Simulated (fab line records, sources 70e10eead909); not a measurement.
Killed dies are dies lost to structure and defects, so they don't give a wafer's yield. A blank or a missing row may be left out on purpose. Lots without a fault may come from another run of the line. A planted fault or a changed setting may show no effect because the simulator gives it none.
fab line records | flow nand_harc
record lots=12 wafers=36 last_day=25
route steps=1159 shown A_STAIRCASE@616 END@1159
lots that met no fault: from a run of the same line without faults
start_h: hours from the record's first day to the start of the lot's first wafer shown | wait_h: hours since the lot's step before | " the same as in the row above | L1.1+2: a row that stands for several wafers | - no value, or no start given | * or withheld: withheld | < > ~ a bound
route shown NAME@n: a module of which the file shows steps, and the number in the route of the first | usual: mean/standard deviation of fault-free wafers | same: alike in all rows | chamber/n: place in a boat | sites: the reading at each site | _std_site: their standard deviation | _edge_site: outer sites' mean less inner sites' | radius_mm: how far each site lies from the wafer's centre | mask NAME#n: copy n | behind: the tool/chamber that last shaped the wafer | hold: why the lot was held/for how many hours/how that ended | device: the transistor (n, p or np) that didn't switch | end of line: the same wafers' tests at the end of the route | a step without rows: its recipe alone | killed: dies lost to structure and defects at the first sort, not the wafer's yield | map: a wafer's dies, x killed, . not, _ none there
set.NAME: the setting as run; set.NAME@STEP: as run at that earlier step | model.NAME: the simulator's own value behind a step, which no gauge read
steps of the route over a sample of lots; a table a step, a row a wafer
services: from which hour (start_h, from the record's first day; less than 0 if before it) a tool's chamber was out of use, for how many hours, and why
## steps
# step NHARC_A_STAIRCASE_TRIM_222
# recipe time_s=211.2 o2_flow_sccm=500 ar_flow_sccm=0 bias_w=0 chemistry=O2
# usual drypump_motor_current_A=5.5/0.45 oes_product_au=1.005/0.0088 rf_vpp_V=57.6/0.87 run_length_s=232.4/0.51 showerhead_plenum_p_Torr=3.47/0.14 throttle_valve_pct=17.037/0.0088
# columns lot.wafer tool chamber start_h wait_h drypump_motor_current_A oes_product_au rf_hours_counter_h rf_vpp_V run_length_s showerhead_plenum_p_Torr throttle_valve_pct
L657.4 rie_diel-01 2 254.10 - 6.2 1.017 44 58.3 231.8 3.43 17.041
L657.1 " 3 " " 5.4 1.005 40 55.4 231.9 3.58 17.047
L657.5 " 1 " " 4.8 1.012 - 56.9 232.5 3.30 17.043
L659.2 rie_diel-02 0 254.68 - 6.0 1.008 32 57.8 232.9 3.49 17.032
L659.1 " 1 " " 5.5 1.017 33 57.1 231.6 3.59 17.026
L659.6 " 2 " " 5.2 1.011 - 56.4 233.0 3.29 17.032
L661.1 rie_diel-01 2 267.06 - 6.2 1.003 50 57.2 232.0 3.43 17.016
L661.2 " 0 " " 5.9 1.017 42 57.5 232.3 3.31 17.040
L661.5 " 2 " " 6.2 1.000 - 56.3 231.9 3.43 17.055
L663.4 rie_diel-01 1 273.64 - 4.8 1.001 46 56.7 232.1 3.29 17.047
L663.5 " 0 " " 5.9 1.015 - 58.2 232.2 3.31 17.026
L663.6 " 1 " " 4.8 1.007 - 56.3 232.9 3.29 17.035
L665.3 rie_diel-01 0 291.18 - 5.9 1.017 54 58.5 147.8 3.30 17.055
L665.2 " 2 " " 6.2 1.010 61 59.1 232.4 3.43 17.048
L665.5 " 0 " " 5.9 1.028 - 57.6 148.0 3.30 17.046
L666.1 rie_diel-01 0 310.16 - 5.9 1.005 59 57.8 147.5 3.30 17.033
L666.4 " 1 " " 4.8 0.998 60 56.2 232.2 3.28 17.043
L666.5 " 2 " " 6.2 0.995 - 56.7 231.9 3.42 17.019
L667.4 rie_diel-02 1 312.99 - 5.5 1.003 52 57.3 231.7 3.58 17.037
L667.2 " 2 " " 5.2 1.012 57 57.4 233.1 3.28 17.035
L667.1 " 3 " " 5.4 1.001 53 57.3 232.6 3.53 17.045
L672.1 rie_diel-04 1 338.01 - 5.0 1.003 17 58.4 232.1 3.52 17.043
L672.3 " 3 " " 5.3 0.995 17 57.0 232.1 3.37 17.042
L672.6 " 1 " " 5.0 0.997 - 56.6 232.4 3.52 17.041
L676.3 rie_diel-02 2 351.75 - 5.2 1.019 6 58.5 233.4 3.80 17.037
L676.4 " 0 " " 6.0 1.011 7 57.0 232.2 3.47 17.026
L676.2 " 1 " " 5.5 1.015 7 58.6 231.9 3.57 17.042
L675.1 rie_diel-04 2 353.85 - 5.9 1.006 22 57.5 233.3 3.48 17.048
L675.3 " 3 " " 5.3 0.997 23 57.8 231.8 3.37 17.046
L675.6 " 1 " " 4.9 1.013 - 57.6 231.9 3.52 17.033
L677.2 rie_diel-04 2 369.35 - 5.8 0.997 27 57.2 233.1 3.47 17.033
L677.1 " 0 " " 5.6 1.006 30 58.2 232.5 3.50 17.037
L677.4 " 0 " " 5.6 1.004 - 58.1 232.3 3.50 17.036
L678.1 rie_diel-01 0 381.71 - 5.9 0.997 17 57.3 232.3 3.29 17.022
L678.3 " 2 " " 6.2 0.996 - 57.8 231.9 3.41 17.038
L678.5 " 0 " " 5.9 1.004 - 57.8 232.9 3.29 17.035
# step NHARC_A_STAIRCASE_TRIM_226
# recipe time_s=211.2 o2_flow_sccm=500 ar_flow_sccm=0 bias_w=0 chemistry=O2
# usual drypump_motor_current_A=5.5/0.44 oes_product_au=1.006/0.01 rf_vpp_V=57.6/0.97 run_length_s=232.4/0.5 showerhead_plenum_p_Torr=3.47/0.13 throttle_valve_pct=17.036/0.0083
# columns lot.wafer tool chamber start_h wait_h drypump_motor_current_A oes_product_au rf_hours_counter_h rf_vpp_V run_length_s showerhead_plenum_p_Torr throttle_valve_pct
L657.4 rie_diel-01 2 - - 6.2 1.003 44 56.2 232.3 3.43 17.036
L657.1 " 0 " " 5.9 1.017 36 56.9 232.4 3.31 17.044
L657.5 " 2 " " 6.2 0.999 - 56.9 231.9 3.43 17.029
L659.2 rie_diel-02 3 - - 5.4 1.002 33 59.9 232.5 3.54 17.033
L659.1 " 0 " " 6.0 1.007 32 56.6 232.3 3.49 17.027
L659.6 " 3 " " 5.4 1.001 - 58.2 232.9 3.54 17.038
L661.1 rie_diel-01 0 - - 5.9 1.023 42 56.9 232.7 3.31 17.032
L661.2 " 3 " " 5.4 1.001 46 59.9 232.7 3.57 17.029
L661.5 " 0 " " 5.9 1.029 - 57.3 232.8 3.31 17.039
L663.4 rie_diel-01 1 - - 4.8 1.013 46 57.0 232.4 3.29 17.030
L663.5 " 0 " " 5.9 1.021 - 56.4 232.4 3.31 17.015
L663.6 " 1 " " 4.8 1.002 - 55.8 232.3 3.29 17.049
L665.2 rie_diel-01 2 - - 6.2 1.009 62 56.6 232.3 3.43 17.039
L665.3 " 0 " " 5.9 1.021 54 56.9 232.5 3.30 17.025
L665.5 " 2 " " 6.2 0.999 - 57.6 232.3 3.43 17.037
L666.1 rie_diel-01 0 - - 5.9 1.028 59 58.8 232.2 3.30 17.040
L666.4 " 2 " " 6.2 0.994 66 56.2 232.0 3.42 17.028
L666.5 " 1 " " 4.8 1.004 - 56.0 232.2 3.28 17.043
L667.1 rie_diel-02 1 - - 5.5 1.005 52 58.4 232.3 3.58 17.039
L667.2 " 2 " " 5.2 1.020 57 57.9 233.2 3.28 17.039
L667.4 " 0 " " 6.0 1.016 51 57.5 232.4 3.48 17.041
L672.1 rie_diel-04 1 - - 4.9 1.006 17 57.6 232.0 3.52 17.057
L672.3 " 2 " " 5.9 0.997 18 57.1 233.2 3.48 17.049
L672.6 " 1 " " 5.0 1.006 - 57.2 232.1 3.52 17.029
L676.2 rie_diel-02 0 - - 6.0 1.029 7 58.5 232.1 3.47 17.046
L676.4 " 1 " " 5.5 1.018 7 56.8 231.7 3.57 17.026
L676.3 " 2 " " 5.2 1.017 6 57.3 233.2 3.80 17.028
L675.3 rie_diel-04 3 - - 5.2 1.006 23 57.6 231.8 3.37 17.034
L675.1 " 0 " " 5.6 1.012 25 57.7 232.5 3.51 17.032
L675.6 " 2 " " 5.9 1.006 - 58.7 233.5 3.48 17.038
L677.1 rie_diel-04 1 - - 4.9 1.021 27 56.9 232.2 3.52 17.032
L677.2 " 2 " " 5.9 1.003 28 58.6 233.7 3.47 17.036
L677.4 " 2 " " 5.9 1.012 - 57.7 233.3 3.47 17.030
L678.3 rie_diel-01 2 - - 6.2 1.004 23 56.1 232.0 3.41 17.020
L678.1 " 1 " " 4.8 1.012 17 57.5 232.4 3.80 17.032
L678.5 " 2 " " 6.2 1.008 - 57.3 232.3 3.41 17.060
# step NHARC_A_STAIRCASE_ETCH_230
# recipe target_depth_a=1000 time_s=40.5 ion_energy_ev=400 c4f8_flow_sccm=20 o2_flow_sccm=10 ar_flow_sccm=withheld rf_w=600 bias_w=1000 chemistry=C4F8/O2
# usual oes_product_au=0.951/0.016 rf_fwd_power_W=592.3/2.3 rf_vpp_V=895/5.6
# columns lot.wafer tool chamber start_h wait_h oes_product_au rf_fwd_power_W rf_hours_counter_h rf_vpp_V
L657.1 rie_diel-04 1 - - 0.955 593.1 50 896
L657.4 " 3 " " 0.968 596.4 43 889
L657.5 " 2 " " 0.960 589.9 - 895
L659.2 rie_diel-01 2 - - 0.978 592.2 45 893
L659.1 " 0 " " 0.979 592.9 36 889
L659.6 " 2 " " 0.976 589.1 - 893
L661.2 rie_diel-04 3 - - 0.941 593.2 49 890
L661.1 " 1 " " 0.937 595.7 55 896
L661.5 " 0 " " 0.929 593.7 - 896
L663.4 rie_diel-01 1 - - 0.946 593.9 47 888
L663.6 " 0 " " 0.953 588.6 - 886
L663.5 " 1 " " 0.937 594.5 - 887
L665.3 rie_diel-02 3 - - 0.966 591.6 46 897
L665.2 " 0 " " 0.982 591.5 46 894
L665.5 " 2 " " 0.963 592.0 - 887
L666.1 rie_diel-01 1 - - 0.940 590.4 60 886
L666.4 " 0 " " 0.961 591.2 60 887
L666.5 " 2 " " 0.943 591.7 - 892
L667.2 rie_diel-02 3 - - 0.942 588.0 53 896
L667.1 " 1 " " 0.952 588.1 52 897
L667.4 " 2 " " 0.962 592.2 58 887
L672.1 rie_diel-01 1 - - 0.948 593.9 7 907
L672.3 " 3 " " 0.950 590.6 8 899
L672.6 " 1 " " 0.941 594.2 - 906
L676.4 rie_diel-01 0 - - 0.981 591.6 11 886
L676.3 " 1 " " 0.960 592.5 11 907
L676.2 " 3 " " 0.970 591.3 11 897
L675.1 rie_diel-02 0 - - 0.967 588.8 7 894
L675.3 " 1 " " 0.985 592.2 7 898
L675.6 " 0 " " 0.967 590.0 - 893
L677.2 rie_diel-01 0 - - 0.937 594.7 14 887
L677.1 " 1 " " 0.941 591.8 15 906
L677.4 " 3 " " 0.932 589.3 15 897
L678.1 rie_diel-01 2 - - 0.936 593.1 23 892
L678.3 " 0 " " 0.938 594.1 22 887
L678.5 " 0 " " 0.934 593.2 - 887
# step NHARC_A_STAIRCASE_ETCH_232
# recipe target_depth_a=1000 time_s=40.5 ion_energy_ev=400 c4f8_flow_sccm=20 o2_flow_sccm=10 ar_flow_sccm=withheld rf_w=600 bias_w=1000 chemistry=C4F8/O2
# usual oes_product_au=0.947/0.012 rf_fwd_power_W=591.9/2.1 rf_vpp_V=895/5.2
# columns lot.wafer tool chamber start_h wait_h oes_product_au rf_fwd_power_W rf_hours_counter_h rf_vpp_V
L657.1 rie_diel-04 0 - - 0.927 596.7 46 897
L657.4 " 2 " " 0.958 591.5 51 894
L657.5 " 3 " " 0.956 593.2 - 892
L659.2 rie_diel-01 3 - - 0.952 588.6 41 897
L659.1 " 1 " " 0.960 593.2 36 888
L659.6 " 3 " " 0.941 587.7 - 897
L661.2 rie_diel-04 3 - - 0.935 591.0 49 891
L661.1 " 1 " " 0.945 592.0 55 896
L661.5 " 2 " " 0.938 591.3 - 895
L663.4 rie_diel-01 2 - - 0.941 593.7 53 893
L663.5 " 3 " " 0.943 589.9 - 898
L663.6 " 0 " " 0.960 590.9 - 889
L665.3 rie_diel-02 0 - - 0.972 592.8 46 894
L665.2 " 1 " " 0.958 588.8 47 898
L665.5 " 3 " " 0.958 588.4 - 896
L666.1 rie_diel-01 1 - - 0.960 590.4 60 887
L666.4 " 3 " " 0.935 590.0 62 897
L666.5 " 0 " " 0.960 591.5 - 886
L667.1 rie_diel-02 3 - - 0.949 591.2 53 896
L667.4 " 0 " " 0.960 593.2 51 894
L667.2 " 1 " " 0.940 592.5 53 899
L672.1 rie_diel-01 1 - - 0.933 593.4 7 904
L672.3 " 2 " " 0.946 589.7 9 893
L672.6 " 1 " " 0.935 592.1 - 906
L676.2 rie_diel-01 1 - - 0.968 592.1 11 905
L676.3 " 3 " " 0.936 590.7 12 898
L676.4 " 0 " " 0.970 595.1 11 889
L675.1 rie_diel-02 0 - - 0.962 589.8 8 894
L675.3 " 1 " " 0.972 592.1 7 896
L675.6 " 1 " " 0.962 591.0 - 899
L677.4 rie_diel-01 3 - - 0.934 590.8 16 898
L677.2 " 0 " " 0.953 591.5 14 886
L677.1 " 1 " " 0.945 590.0 15 907
L678.3 rie_diel-01 0 - - 0.939 589.0 22 886
L678.1 " 1 " " 0.948 593.7 17 905
L678.5 " 2 " " 0.948 590.9 - 891
# step NHARC_END_SORT_01
# recipe temp_c=25
# usual killed_at_array=27/11 killed_at_other=0.7/1.1 killed_at_periphery=3.4/2.1 killed_dies=31/12 killed_open=3.6/2 killed_short=2.0/1.3
# same gross_dies=677
# columns lot.wafer tool chamber start_h wait_h killed_at_array killed_at_other killed_at_periphery killed_dies killed_open killed_short
L665.2 prober-02 0 483.43 2.8 24 0 2 26 2 2
L665.3 prober-02 0 484.23 3.1 672 0 3 675 2 0
L665.5 prober-02 0 485.84 3.7 672 1 3 676 5 3
L666.1 prober-02 0 498.36 2.5 673 0 3 676 4 2
L666.4 prober-02 0 500.75 3.4 19 0 2 21 8 3
L666.5 prober-02 0 501.54 3.7 11 0 3 14 1 3
# killed by level:class
L665.2 A_CHANNEL_HOLE_D1:chamber_film_flake=11 A_STAIRCASE:chamber_film_flake=4 A_SGD_CUT:chamber_film_flake=2 A_CONTACT:chamber_film_flake=2 P_M0:geometric_particle:open=1 A_CHANNEL_FILL_D1:geometric_particle:short=1 A_SGD_CUT:geometric_particle:short=1 A_WL_FILL:geometric_particle:open=1
L665.3 A_STAIRCASE:area_trim=644 A_CHANNEL_HOLE_D1:chamber_film_flake=19 A_STAIRCASE:chamber_film_flake=5 A_CONTACT:chamber_film_flake=2 P_CONTACT:geometric_particle:open=1 A_SOURCE_PLATE:geometric_particle:open=1 P_ZERO_WELL:chamber_film_flake=1 P_STI:chamber_film_flake=1
L665.5 A_STAIRCASE:area_trim=641 A_CHANNEL_HOLE_D1:chamber_film_flake=18 A_STAIRCASE:chamber_film_flake=4 P_CONTACT:geometric_particle:open=1 P_M0:geometric_particle:open=1 A_ONON_D1:geometric_particle:short=1 A_CHANNEL_FILL_D1:geometric_particle:short=1 A_WL_FILL:geometric_particle:open=1
L666.1 A_STAIRCASE:area_trim=654 A_STAIRCASE:chamber_film_flake=5 A_CHANNEL_HOLE_D1:chamber_film_flake=4 A_CONTACT:chamber_film_flake=4 P_GATE:chamber_film_flake=2 A_SOURCE_PLATE:geometric_particle:short=1 A_CHANNEL_FILL_D1:geometric_particle:open=1 A_WL_FILL:geometric_particle:open=1
L666.4 A_STAIRCASE:chamber_film_flake=7 A_CONTACT:geometric_particle:open=4 P_M0:geometric_particle:open=1 A_ONON_D1:geometric_particle:open=1 A_ONON_D1:geometric_particle:short=1 A_CHANNEL_FILL_D1:geometric_particle:short=1 A_WL_FILL:geometric_particle:short=1 A_WL_FILL:geometric_particle:open=1
L666.5 A_CHANNEL_HOLE_D1:chamber_film_flake=4 P_GATE:chamber_film_flake=2 A_STAIRCASE:chamber_film_flake=2 P_M0:geometric_particle:short=1 A_ONON_D1:geometric_particle:open=1 A_CHANNEL_HOLE_D1:geometric_particle:short=1 A_SGD_CUT:geometric_particle:short=1 A_ZERO_WELL:chamber_film_flake=1
## services
# columns tool chamber start_h hours kind
rie_diel-01 0 236.14 16.6 repair
rie_diel-01 1 246.13 - clean
rie_diel-01 2 246.13 - clean
rie_diel-01 3 246.13 - clean
rie_diel-01 0 270.68 - clean
rie_diel-01 1 270.68 - clean
rie_diel-01 2 270.68 - clean
rie_diel-01 3 270.68 - clean
rie_diel-04 - 288.94 9.0 pm
rie_diel-01 0 295.20 - clean
rie_diel-01 1 295.20 - clean
rie_diel-01 2 295.20 - clean
rie_diel-01 3 295.20 - clean
rie_diel-04 3 308.63 6.8 repair
rie_diel-01 - 315.80 9.0 pm
rie_diel-01 0 315.80 9.0 vent_cycle
rie_diel-01 1 315.80 9.0 vent_cycle
rie_diel-01 2 315.80 9.0 vent_cycle
rie_diel-01 3 315.80 9.0 vent_cycle
rie_diel-01 0 324.80 - clean
rie_diel-01 1 324.80 - clean
rie_diel-02 - 328.71 9.0 pm
rie_diel-04 3 359.07 13.1 repair
rie_diel-01 3 381.01 14.8 repair
## key
first_sign step=NHARC_A_STAIRCASE_TRIM_222 reading=run_length_s direction=down sigmas=99+ usual=* struck=*
effect step=NHARC_END_SORT_01 reading=killed_at_array direction=up sigmas=57 usual=27 struck=672
more_kills_born_at NHARC_A_STAIRCASE_TRIM_222@rie_diel-01=1939
met_at NHARC_A_STAIRCASE_TRIM_222
struck_lots L665,L666
struck_wafers L665.3,L665.5,L666.1
later_rows_left_out L665.3,L665.5,L666.1
tester_left_out L665,L666
not_acting_at NHARC_A_STAIRCASE_TRIM_226,NHARC_A_STAIRCASE_ETCH_230,NHARC_A_STAIRCASE_ETCH_232
onset_between 273.64 291.18
fault kind=process_parameter_drift tool=rie_diel-01 chamber=0 onset_h=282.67 steps=NHARC_A_STAIRCASE_TRIM_222 channel=time_s offset=* shape=step end_h=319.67 acts_in=* stated=*
# tester_left_out: of these lots the tester's yield and bins aren't shown, on N5 and GAA mostly nor the transistor test; their killed dies are dies lost to structure and defects alone, not to doping, threshold or leakage, so they don't give the yield
# later_rows_left_out: the simulator's readings of these wafers behind a module that went badly wrong aren't trusted and aren't shown, but for the sort
